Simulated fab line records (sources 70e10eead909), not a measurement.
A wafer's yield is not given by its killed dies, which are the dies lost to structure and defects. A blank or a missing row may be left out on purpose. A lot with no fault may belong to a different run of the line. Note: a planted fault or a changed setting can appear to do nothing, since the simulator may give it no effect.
fab line records	flow nand-harc
record: lots: 11	wafers: 33	last-day: 33
route steps=1302 shown P_STI@73 P_GATE@131 END@1302
lots that met no fault: taken from a fault-free run of the same line
start-h: start of the lot's first displayed wafer, in hours after the record's first day	wait-h: hours from the lot's prior step to this one	" unchanged from the row above	L1.1+2: a row that stands for several wafers	- either no value or no given start	* or withheld: withheld	< > ~ a bound
route shown NAME@n: NAME is a module with steps in the file, n the number in the route of the first one	usual: average and standard deviation across the fault-free wafers	same: alike in all rows	chamber/n: place in a boat	sites: per-site readings	_std_site: standard deviation of those values	_edge_site: mean of outer sites minus mean of inner sites	radius-mm: how far each site lies from the wafer's centre	mask NAME#n: copy n	behind: the most recent tool/chamber to have shaped the wafer	hold: reason for holding the lot/hours on hold/outcome of the hold	device: names the non-switching transistor (n, p or np)	end of line: tests of these same wafers at the route's end	a step with no rows: only its recipe	killed: the dies lost at the first sort to structure and to defects; this is not the yield of the wafer	map: shows each die of a wafer: x if killed, . if not, _ if none is there
set.NAME: the setting as run; set.NAME@STEP: as run at that earlier step	model.NAME: the simulator's own value behind a step, which no gauge read
route steps across a sampled set of lots; one table per step, one row per wafer
services: the hour from which a tool's chamber was out of use, counted from the record's first day as start-h (under 0 if before that day), plus the number of hours and why
== steps ==
step: NHARC_P_STI_HM_DEP_30
recipe: target-thk-a: 800	temp-c: 790	pressure-mtorr: 300	time-s: 873	material: Si3N4
usual: spike-tc-bottom-C: 807/3.5	spike-tc-lower-C: 789.7/1.4	spike-tc-top-C: 801.4/2.5
lot.wafer	tool	chamber	start-h	wait-h	spike-tc-bottom-C	spike-tc-lower-C	spike-tc-top-C
L331.3	lpcvd-02	0	44.72	7.3	801	791.8	802.1
L331.4	"	0	"	"	801	790.1	803.5
L331.5	"	0	"	"	802	793.0	800.8
L333.1	lpcvd-01	0	58.58	3.5	809	788.4	804.9
L333.2	"	0	"	"	807	788.3	805.9
L333.5	"	0	"	"	807	789.2	805.9
L334.2	lpcvd-01	1	69.05	3.5	806	788.7	798.2
L334.3	"	1	"	"	808	788.0	797.7
L334.4	"	1	"	"	808	788.7	800.5
L338.2	lpcvd-02	1	112.90	3.5	810	790.9	800.3
L338.3	"	1	"	"	810	790.6	801.0
L338.6	"	1	"	"	811	792.8	799.0
L339.2	lpcvd-01	0	121.11	3.5	807	790.3	806.3
L339.3	"	0	"	"	806	788.6	805.8
L339.5	"	0	"	"	807	789.7	803.8
L341.2	lpcvd-02	0	139.65	3.5	800	791.4	801.8
L341.3	"	0	"	"	800	789.8	802.9
L341.5	"	0	"	"	801	790.7	801.6
L344.1	lpcvd-02	0	168.74	3.5	801	789.7	801.7
L344.4	"	0	"	"	799	790.9	801.3
L344.5	"	0	"	"	801	788.8	802.4
L346.4	lpcvd-01	1	190.16	3.9	806	787.6	800.2
L346.5	"	1	"	"	806	788.0	798.1
L346.6	"	1	"	"	809	788.0	798.5
L352.1	lpcvd-02	1	249.09	3.5	810	791.0	800.7
L352.2	"	1	"	"	812	790.9	800.5
L352.4	"	1	"	"	812	790.1	800.5
L353.2	lpcvd-01	0	260.38	3.5	805	789.9	805.3
L353.4	"	0	"	"	806	788.3	805.4
L353.6	"	0	"	"	807	788.0	805.1
L354.3	lpcvd-01	1	268.71	3.5	806	787.3	799.5
L354.4	"	1	"	"	807	789.5	799.2
L354.5	"	1	"	"	808	788.5	800.0
step: NHARC_P_STI_INSPECT_11
usual: raw-defect-count: 6/3.1
lot.wafer	tool	chamber	start-h	wait-h	raw-defect-count
L331.3	defect-inspect-01	-	48.81	0.0	7
L331.4	"	-	"	"	2
L331.5	"	-	"	"	3
L333.1	defect-inspect-02	-	62.73	0.0	6
L333.2	"	-	"	"	1
L333.5	"	-	"	"	3
L334.2	defect-inspect-01	-	73.16	0.0	7
L334.3	"	-	"	"	3
L334.4	"	-	"	"	4
L338.2	defect-inspect-01	-	117.14	0.0	9
L338.3	"	-	"	"	8
L338.6	"	-	"	"	6
L339.2	defect-inspect-01	-	125.28	0.0	4
L339.3	"	-	"	"	5
L339.5	"	-	"	"	5
L341.2	defect-inspect-02	-	143.90	0.0	12
L341.3	"	-	"	"	5
L341.5	"	-	"	"	7
L344.1	defect-inspect-01	-	172.97	0.0	40
L344.4	"	-	"	"	34
L344.5	"	-	"	"	59
L346.4	defect-inspect-01	-	194.36	0.0	6
L346.5	"	-	"	"	9
L346.6	"	-	"	"	4
L352.1	defect-inspect-01	-	253.26	0.0	1
L352.2	"	-	"	"	8
L352.4	"	-	"	"	4
L353.2	defect-inspect-02	-	264.59	0.0	7
L353.4	"	-	"	"	12
L353.6	"	-	"	"	10
L354.3	defect-inspect-02	-	272.99	0.0	3
L354.4	"	-	"	"	0
L354.5	"	-	"	"	2
step: NHARC_P_STI_DESCUM_14
recipe: time-s: 3	o2-flow-sccm: 200	ar-flow-sccm: 0	bias-power-w: 0	chemistry: O2
usual: drypump-motor-current-A: 5.6/0.54	oes-product-au: 0.995/0.013	rf-vpp-V: 57.9/0.91	showerhead-plenum-p-Torr: 1.91/0.077	throttle-valve-pct: 11.311/0.0096
lot.wafer	tool	chamber	start-h	wait-h	drypump-motor-current-A	oes-product-au	rf-hours-counter-h	rf-vpp-V	showerhead-plenum-p-Torr	throttle-valve-pct
L331.3	rie-diel-04	0	48.95	-	4.9	0.987	2	57.7	1.86	11.309
L331.4	"	2	"	"	6.0	0.994	2	55.9	1.83	11.304
L331.5	"	3	"	"	6.1	0.985	-	57.3	1.82	11.309
L333.1	rie-diel-04	1	62.89	-	5.7	0.989	3	59.1	2.06	11.306
L333.2	"	2	"	"	5.9	1.000	3	57.4	1.83	11.312
L333.5	"	3	"	"	6.1	0.986	-	57.1	1.82	11.304
L334.4	rie-diel-12	2	73.31	-	4.8	1.008	7	58.1	1.90	11.301
L334.3	"	3	"	"	6.1	0.985	7	56.7	1.93	11.305
L334.2	"	0	"	"	5.0	0.982	7	55.5	1.86	11.304
L338.3	rie-diel-12	0	117.27	-	5.0	0.973	1	56.0	1.86	11.312
L338.2	"	3	"	"	6.0	1.004	1	58.1	1.93	11.304
L338.6	"	1	"	"	5.8	1.005	-	58.0	1.97	11.330
L339.2	rie-diel-04	2	125.42	-	6.0	0.993	8	57.5	1.82	11.307
L339.3	"	0	"	"	4.9	0.991	8	57.6	1.86	11.320
L339.5	"	2	"	"	5.9	0.992	-	57.2	1.82	11.319
L341.2	rie-diel-12	2	144.05	-	4.9	1.005	1	57.1	1.90	11.319
L341.3	"	3	"	"	6.1	1.005	3	57.8	1.93	11.321
L341.5	"	1	"	"	5.8	1.015	-	56.7	1.97	11.312
L344.1	rie-diel-12	3	173.12	-	6.0	1.003	4	58.4	1.93	11.315
L344.4	"	1	"	"	5.8	1.006	4	57.4	1.97	11.305
L344.5	"	3	"	"	6.0	1.000	-	58.0	1.93	11.322
L346.4	rie-diel-04	3	194.51	-	6.1	1.000	0	58.4	1.82	11.326
L346.5	"	2	"	"	6.0	0.982	-	57.5	1.82	11.303
L346.6	"	3	"	"	6.1	0.988	-	56.2	1.82	11.314
L352.2	rie-diel-12	2	253.40	-	4.8	1.015	8	57.9	1.90	11.315
L352.1	"	1	"	"	5.9	1.001	8	58.1	1.97	11.314
L352.4	"	2	"	"	4.9	1.001	-	59.2	1.90	11.326
L353.4	rie-diel-11	2	264.74	-	6.4	0.981	0	56.7	1.95	11.307
L353.2	"	3	"	"	5.7	1.001	0	57.7	2.05	11.309
L353.6	"	0	"	"	6.6	0.988	-	57.8	1.84	11.303
L354.3	rie-diel-04	2	273.12	-	5.9	0.991	5	57.5	1.82	11.308
L354.4	"	3	"	"	6.1	0.999	6	56.1	1.81	11.318
L354.5	"	2	"	"	6.0	0.991	-	57.9	1.82	11.323
step: NHARC_P_STI_ETCH_31
recipe: target-depth-a: 1089	time-s: 54.5	cf4-flow-sccm: 100	chf3-flow-sccm: 30	ar-flow-sccm: 0	rf-w: 500	bias-w: 200	chemistry: CF4/CHF3
usual: bias-w: 199.9/0.61	drypump-motor-current-A: 5.6/0.55	oes-product-au: 0.956/0.02	rf-vpp-V: 370.3/2.1	showerhead-plenum-p-Torr: 1.56/0.058	throttle-valve-pct: 16.803/0.0096
lot.wafer	tool	chamber	start-h	wait-h	bias-w	drypump-motor-current-A	oes-product-au	rf-hours-counter-h	rf-vpp-V	showerhead-plenum-p-Torr	throttle-valve-pct
L331.4	rie-diel-04	0	-	-	200.0	4.9	0.960	2	369.0	1.53	16.806
L331.3	"	2	"	"	199.6	5.9	0.978	2	367.2	1.51	16.810
L331.5	"	1	"	"	200.6	5.7	0.975	-	374.6	1.69	16.798
L333.1	rie-diel-04	0	-	-	199.6	4.9	0.944	3	370.6	1.53	16.813
L333.2	"	2	"	"	200.0	5.9	0.973	3	368.5	1.51	16.824
L333.5	"	0	"	"	200.6	4.9	0.941	-	367.9	1.53	16.805
L334.2	rie-diel-12	1	-	-	199.0	5.9	0.982	7	373.0	1.62	16.803
L334.4	"	2	"	"	199.5	4.9	0.956	7	370.8	1.57	16.798
L334.3	"	0	"	"	200.2	5.0	0.948	7	368.3	1.54	16.806
L338.2	rie-diel-12	0	-	-	199.5	5.0	0.944	1	368.6	1.53	16.804
L338.3	"	1	"	"	200.0	5.8	0.962	1	372.7	1.62	16.800
L338.6	"	1	"	"	200.8	5.8	0.955	-	371.7	1.62	16.792
L339.2	rie-diel-04	2	-	-	199.7	6.0	0.957	8	367.2	1.51	16.827
L339.3	"	3	"	"	199.7	6.1	0.978	7	367.8	1.50	16.797
L339.5	"	2	"	"	200.2	5.9	0.958	-	368.1	1.50	16.811
L341.3	rie-diel-12	2	-	-	199.9	4.8	0.986	2	371.2	1.56	16.815
L341.2	"	3	"	"	200.4	6.0	0.972	3	370.5	1.58	16.798
L341.5	"	2	"	"	200.0	4.8	0.985	-	371.6	1.56	16.819
L344.1	rie-diel-12	0	-	-	200.0	5.0	0.954	4	369.7	1.53	16.789
L344.4	"	3	"	"	199.8	6.0	0.975	4	372.4	1.58	16.800
L344.5	"	0	"	"	201.7	5.0	0.949	-	370.3	1.53	16.806
L346.4	rie-diel-04	3	-	-	200.1	6.1	0.974	0	368.1	1.50	16.789
L346.5	"	2	"	"	200.3	5.9	0.954	-	368.5	1.50	16.790
L346.6	"	3	"	"	200.6	6.1	0.963	-	368.4	1.50	16.811
L352.2	rie-diel-12	2	-	-	199.5	4.8	0.971	8	368.9	1.56	16.801
L352.1	"	0	"	"	200.5	5.0	0.935	8	368.7	1.53	16.811
L352.4	"	0	"	"	200.2	5.0	0.935	-	369.0	1.53	16.799
L353.2	rie-diel-11	2	-	-	200.2	6.4	0.961	0	371.5	1.60	16.795
L353.4	"	0	"	"	199.2	6.6	0.949	0	368.5	1.52	16.825
L353.6	"	3	"	"	199.5	5.7	0.972	-	372.9	1.68	16.799
L354.3	rie-diel-04	1	-	-	200.0	5.7	0.961	6	374.2	1.69	16.794
L354.4	"	3	"	"	199.7	6.1	0.967	6	369.1	1.50	16.802
L354.5	"	1	"	"	200.2	5.7	0.967	-	374.9	1.69	16.788
step: NHARC_P_GATE_HM_DEP_102
recipe: target-thk-a: 1200	temp-c: 400	material: aC
usual: throttle-valve-pct: 35.001/0.0099
lot.wafer	tool	chamber	start-h	wait-h	throttle-valve-pct
L331.3	acl-dep-02	0	101.49	1.0	35.007
L331.4	"	0	"	"	34.996
L331.5	"	0	"	"	34.996
L333.1	acl-dep-03	0	114.85	1.7	35.006
L333.2	"	0	"	"	34.982
L333.5	"	0	"	"	34.981
L334.2	acl-dep-02	0	129.14	4.8	35.000
L334.3	"	0	"	"	34.997
L334.4	"	0	"	"	35.008
L338.2	acl-dep-02	0	170.49	0.9	35.000
L338.3	"	0	"	"	35.003
L338.6	"	0	"	"	35.006
L339.2	acl-dep-03	0	179.60	4.0	34.994
L339.3	"	0	"	"	34.983
L339.5	"	0	"	"	34.999
L341.2	acl-dep-03	0	194.00	3.6	34.995
L341.3	"	0	"	"	34.987
L341.5	"	0	"	"	35.011
L344.1	acl-dep-02	0	222.43	1.2	35.009
L344.4	"	0	"	"	35.014
L344.5	"	0	"	"	35.011
L346.4	acl-dep-03	0	247.41	1.8	35.007
L346.5	"	0	"	"	35.001
L346.6	"	0	"	"	35.002
L352.1	acl-dep-02	0	303.27	5.2	35.002
L352.2	"	0	"	"	34.991
L352.4	"	0	"	"	35.006
L353.2	acl-dep-01	0	312.38	0.5	35.000
L353.4	"	0	"	"	34.995
L353.6	"	0	"	"	35.003
L354.3	acl-dep-03	0	322.37	1.0	35.005
L354.4	"	0	"	"	34.996
L354.5	"	0	"	"	34.995
step: NHARC_END_SORT_01
recipe: temp-c: 25
usual: killed-at-array: 58/22	killed-at-other: 1.0/1.3	killed-at-periphery: 5/3.4	killed-dies: 64/22	killed-open: 3.6/1.8	killed-short: 2.4/1.7
same: gross-dies: 677
lot.wafer	tool	chamber	start-h	wait-h	killed-at-array	killed-at-other	killed-at-periphery	killed-dies	killed-open	killed-short
L344.1	prober-02	0	677.43	2.5	99	0	26	125	2	4
L344.4	prober-02	0	679.82	3.4	88	0	25	113	1	1
L344.5	prober-02	0	680.61	3.7	95	0	30	125	4	0
killed by level:class
L344.1 A_SLIT:chamber-film-flake=36 A_CHANNEL_HOLE_D1:chamber-film-flake=35 P_STI:unspecified=23 A_CHANNEL_HOLE_D2:chamber-film-flake=16 A_CHANNEL_FILL_D1:geometric-particle:short=2 A_WL_FILL:chamber-film-flake=2 A_M1:chamber-film-flake=2 P_CONTACT:geometric-particle:open=1
L344.4 A_CHANNEL_HOLE_D1:chamber-film-flake=42 A_SLIT:chamber-film-flake=25 P_STI:unspecified=24 A_CHANNEL_HOLE_D2:chamber-film-flake=12 A_WL_FILL:chamber-film-flake=2 A_M1:chamber-film-flake=2 P_M2:geometric-particle:short=1 A_SGD_CUT:geometric-particle:open=1
L344.5 A_SLIT:chamber-film-flake=36 A_CHANNEL_HOLE_D1:chamber-film-flake=31 P_STI:unspecified=27 A_CHANNEL_HOLE_D2:chamber-film-flake=14 A_M1:chamber-film-flake=4 A_CHANNEL_FILL_D1:geometric-particle:open=2 A_WL_FILL:chamber-film-flake=2 P_M2:geometric-particle:open=1
== services ==
tool	chamber	start-h	hours	kind
lpcvd-01	-	26.00	26.0	pm
rie-diel-11	3	31.05	6.8	repair
rie-diel-11	0	42.35	3.2	repair
acl-dep-02	-	61.90	13.0	pm
rie-diel-11	-	78.50	9.0	pm
rie-diel-12	-	91.40	9.0	pm
acl-dep-03	-	118.76	13.0	pm
rie-diel-11	-	130.17	10.4	repair
rie-diel-12	2	133.22	8.8	repair
rie-diel-04	-	177.95	9.0	pm
rie-diel-12	0	204.48	8.7	repair
rie-diel-11	1	204.80	1.7	repair
rie-diel-12	3	207.09	8.4	repair
rie-diel-04	1	219.43	3.5	repair
rie-diel-12	1	223.59	8.1	repair
rie-diel-04	2	239.90	5.7	repair
acl-dep-02	-	243.25	13.0	pm
rie-diel-12	3	248.86	5.6	repair
rie-diel-12	-	268.40	9.0	pm
rie-diel-04	-	274.12	0.3	repair
rie-diel-04	2	277.92	17.3	repair
rie-diel-12	3	295.81	9.3	repair
acl-dep-03	-	301.92	13.0	pm
rie-diel-04	1	312.79	13.2	repair
== key ==
first-sign: step: NHARC_P_STI_INSPECT_11	reading: raw-defect-count	direction: up	sigmas: 12	usual: 6	struck: 44
effect: step: NHARC_END_SORT_01	reading: killed-at-periphery	direction: up	sigmas: 6.6	usual: 5	struck: 27
met-at NHARC_P_STI_HM_DEP_30
struck-lots L344
struck-wafers L344.1,L344.4,L344.5
tester-left-out L344
not-acting-at NHARC_P_STI_DESCUM_14,NHARC_P_STI_ETCH_31,NHARC_P_GATE_HM_DEP_102
onset-between 139.65 168.74
fault: kind: chamber-particle-source	tool: lpcvd-02	chamber: 0	onset-h: 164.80	steps: NHARC_P_STI_HM_DEP_30	rate-per-visit-cm2: 0.054762	end-h: 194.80
tester-left-out: of these lots the tester's yield and bins aren't shown, on N5 and GAA mostly nor the transistor test; their killed dies are dies lost to structure and defects alone, not to doping, threshold or leakage, so they don't give the yield
